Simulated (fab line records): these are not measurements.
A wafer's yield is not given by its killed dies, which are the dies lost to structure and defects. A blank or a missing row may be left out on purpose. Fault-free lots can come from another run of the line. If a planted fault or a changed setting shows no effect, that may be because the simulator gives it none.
Split-lot experiment :: flow n5_finfet :: 21 wafers read from 7 lots, route of 1938 steps

== ON THE SPLIT ==
At N5_BEOL_M1_DESCUM_33 (chemistry O2, time 7 s), the setting time_s was moved away from the recipe's 7 s on 8 of the 21 wafers read, by -13.5% to +15.2%. For the rest of the wafers, this setting stayed at what the recipe calls for.

== FROM THE SPLIT TO THE READING: what the file shows between them, 3 steps ==
- N5_BEOL_M1_ETCH_77: etches underlayer in N2/H2, target depth 6.5 nm, time 5.2 s
- N5_BEOL_M1_ETCH_69: etches SiARC in CF4, target depth 15.6 nm, time 26 s
- N5_BEOL_M1_ALD_98: deposits SiO2, target thk 2.5 nm, pulse time 1 s, co reactant pulse time 1 s

== THE READING ==
CAR-EUV_of_BEOL_M1_COAT_22.thk_nm (the simulator's own value, which no gauge read), in nm, at N5_BEOL_M1_ETCHBACK_99 (etches SiO2 in CHF3, target depth 5 nm, time 10.4 s). The file does not state a usual value for it. The 13 wafers here that ran the recipe average 10.4 nm, standard deviation 0.072 nm.

wafer: L074.3
tool, chamber at the split: rie_diel-02, 2,1,3
time_s as run, s: 7
against the recipe: recipe
CAR-EUV_of_BEOL_M1_COAT_22.thk_nm, nm: 10.4
against lot-mates on the recipe: -

wafer: L074.4
tool, chamber at the split: rie_diel-02, 2,1,3
time_s as run, s: 7
against the recipe: recipe
CAR-EUV_of_BEOL_M1_COAT_22.thk_nm, nm: 10.4
against lot-mates on the recipe: -

wafer: L074.6
tool, chamber at the split: rie_diel-02, 2,1,3
time_s as run, s: 7
against the recipe: recipe
CAR-EUV_of_BEOL_M1_COAT_22.thk_nm, nm: 10.4
against lot-mates on the recipe: -

wafer: L076.1
tool, chamber at the split: rie_diel-02, 1,2
time_s as run, s: 7
against the recipe: recipe
CAR-EUV_of_BEOL_M1_COAT_22.thk_nm, nm: 10.4
against lot-mates on the recipe: -

wafer: L076.3
tool, chamber at the split: rie_diel-02, 1,2
time_s as run, s: 7
against the recipe: recipe
CAR-EUV_of_BEOL_M1_COAT_22.thk_nm, nm: 10.4
against lot-mates on the recipe: -

wafer: L076.4
tool, chamber at the split: rie_diel-02, 0
time_s as run, s: 8.065
against the recipe: +15.2%
CAR-EUV_of_BEOL_M1_COAT_22.thk_nm, nm: 9.8
against lot-mates on the recipe: -0.6

wafer: L085.1
tool, chamber at the split: rie_diel-06, 3,2
time_s as run, s: 6.052
against the recipe: -13.5%
CAR-EUV_of_BEOL_M1_COAT_22.thk_nm, nm: 10.8
against lot-mates on the recipe: +0.6

wafer: L085.2
tool, chamber at the split: rie_diel-06, 3,2
time_s as run, s: 6.052
against the recipe: -13.5%
CAR-EUV_of_BEOL_M1_COAT_22.thk_nm, nm: 10.6
against lot-mates on the recipe: +0.4

wafer: L085.6
tool, chamber at the split: rie_diel-06, 0
time_s as run, s: 7
against the recipe: recipe
CAR-EUV_of_BEOL_M1_COAT_22.thk_nm, nm: 10.2
against lot-mates on the recipe: -

wafer: L086.1
tool, chamber at the split: rie_diel-02, 3,0,3
time_s as run, s: 7
against the recipe: recipe
CAR-EUV_of_BEOL_M1_COAT_22.thk_nm, nm: 10.4
against lot-mates on the recipe: -

wafer: L086.4
tool, chamber at the split: rie_diel-02, 3,0,3
time_s as run, s: 7
against the recipe: recipe
CAR-EUV_of_BEOL_M1_COAT_22.thk_nm, nm: 10.4
against lot-mates on the recipe: -

wafer: L086.6
tool, chamber at the split: rie_diel-02, 3,0,3
time_s as run, s: 7
against the recipe: recipe
CAR-EUV_of_BEOL_M1_COAT_22.thk_nm, nm: 10.4
against lot-mates on the recipe: -

wafer: L089.1
tool, chamber at the split: rie_diel-03, 1,3
time_s as run, s: 7.628
against the recipe: +9.0%
CAR-EUV_of_BEOL_M1_COAT_22.thk_nm, nm: 10
against lot-mates on the recipe: -0.4

wafer: L089.4
tool, chamber at the split: rie_diel-03, 1,3
time_s as run, s: 7.628
against the recipe: +9.0%
CAR-EUV_of_BEOL_M1_COAT_22.thk_nm, nm: 10
against lot-mates on the recipe: -0.4

wafer: L089.6
tool, chamber at the split: rie_diel-03, 0
time_s as run, s: 7
against the recipe: recipe
CAR-EUV_of_BEOL_M1_COAT_22.thk_nm, nm: 10.4
against lot-mates on the recipe: -

wafer: L090.1
tool, chamber at the split: rie_diel-02, 1,2,3
time_s as run, s: 7
against the recipe: recipe
CAR-EUV_of_BEOL_M1_COAT_22.thk_nm, nm: 10.2
against lot-mates on the recipe: -

wafer: L090.3
tool, chamber at the split: rie_diel-02, 1,2,3
time_s as run, s: 7
against the recipe: recipe
CAR-EUV_of_BEOL_M1_COAT_22.thk_nm, nm: 10.4
against lot-mates on the recipe: -

wafer: L090.6
tool, chamber at the split: rie_diel-02, 1,2,3
time_s as run, s: 7
against the recipe: recipe
CAR-EUV_of_BEOL_M1_COAT_22.thk_nm, nm: 10.4
against lot-mates on the recipe: -

wafer: L093.4
tool, chamber at the split: rie_diel-02, 2,1,3
time_s as run, s: 6.431
against the recipe: -8.1%
CAR-EUV_of_BEOL_M1_COAT_22.thk_nm, nm: 10.6
against lot-mates on the recipe: no lot-mate on the recipe

wafer: L093.5
tool, chamber at the split: rie_diel-02, 2,1,3
time_s as run, s: 6.431
against the recipe: -8.1%
CAR-EUV_of_BEOL_M1_COAT_22.thk_nm, nm: 10.6
against lot-mates on the recipe: no lot-mate on the recipe

wafer: L093.6
tool, chamber at the split: rie_diel-02, 2,1,3
time_s as run, s: 6.431
against the recipe: -8.1%
CAR-EUV_of_BEOL_M1_COAT_22.thk_nm, nm: 10.8
against lot-mates on the recipe: no lot-mate on the recipe
The file does not say which wafer passed through which chamber wherever a row lists several chambers: such a row stands for several wafers.

THE FIT
A straight line over all 21 wafers: CAR-EUV_of_BEOL_M1_COAT_22.thk_nm changes by -0.0332 nm for each +1% of time_s; r = -0.93; the points scatter about the line by 0.09 nm.
The same after taking each lot's own level away (the mean of its wafers on the recipe; 18 wafers): -0.0392 nm for each +1%; r = -0.98; scatter 0.057 nm.
The reading moves by 0.6 nm for the largest change in time_s, on that fit.
Measured against the standard deviation above, the lots' own levels, which go from 10.20 to 10.40 nm, span 2.8 times it.
In other words, the slope is changed by the lot-to-lot level; the two fits disagree.
Check: with one of the wafers moved furthest among these (+15.2%) left out of the fit, the line predicts -0.609 nm for it against its lot-mates. It came out at -0.6 nm against them.

== OTHER SPLITS APPLIED TO THESE WAFERS ==
Note: prior to the reading, these wafers also went through further splits. Each is held against what the fit with the lots' levels taken away leaves over:
other split on the same wafers: N5_MOL_CONTACT_COAG_EXPOSE_05 dose_mj
wafers away from the commonest value: 5
r with CAR-EUV_of_BEOL_M1_COAT_22.thk_nm (lot level and that fit taken away): -0.27

other split on the same wafers: N5_MOL_CONTACT_COAG_ETCH_91 source_w
wafers away from the commonest value: 7
r with CAR-EUV_of_BEOL_M1_COAT_22.thk_nm (lot level and that fit taken away): -0.08

other split on the same wafers: N5_BEOL_M0_SAQP_PECVD_04 time_s
wafers away from the commonest value: 9
r with CAR-EUV_of_BEOL_M1_COAT_22.thk_nm (lot level and that fit taken away): +0.07

other split on the same wafers: N5_BEOL_M0_SAQP_MANDREL_ETCH_20 over_etch_frac
wafers away from the commonest value: 4
r with CAR-EUV_of_BEOL_M1_COAT_22.thk_nm (lot level and that fit taken away): -0.41

== THE WHOLE CHAIN: every reading that the file lists as answering this split, in the file's order ==
step: N5_BEOL_M1_ETCH_77
what it does: etches underlayer in N2/H2, target depth 6.5 nm, time 5.2 s
reading: CAR-EUV_of_BEOL_M1_COAT_22.thk_nm (the simulator's own value, which no gauge read)
change (the file's fit): -0.0363 nm for each +1% of the setting
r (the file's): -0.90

step: N5_BEOL_M1_ETCHBACK_99
what it does: etches SiO2 in CHF3, target depth 5 nm, time 10.4 s
reading: CAR-EUV_of_BEOL_M1_COAT_22.thk_nm (the simulator's own value, which no gauge read)
change (the file's fit): -0.0393 nm for each +1% of the setting
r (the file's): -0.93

== FILE'S OWN FIT ==
CAR-EUV_of_BEOL_M1_COAT_22.thk_nm changes by -0.0393 nm for each +1% of time_s, r = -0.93.
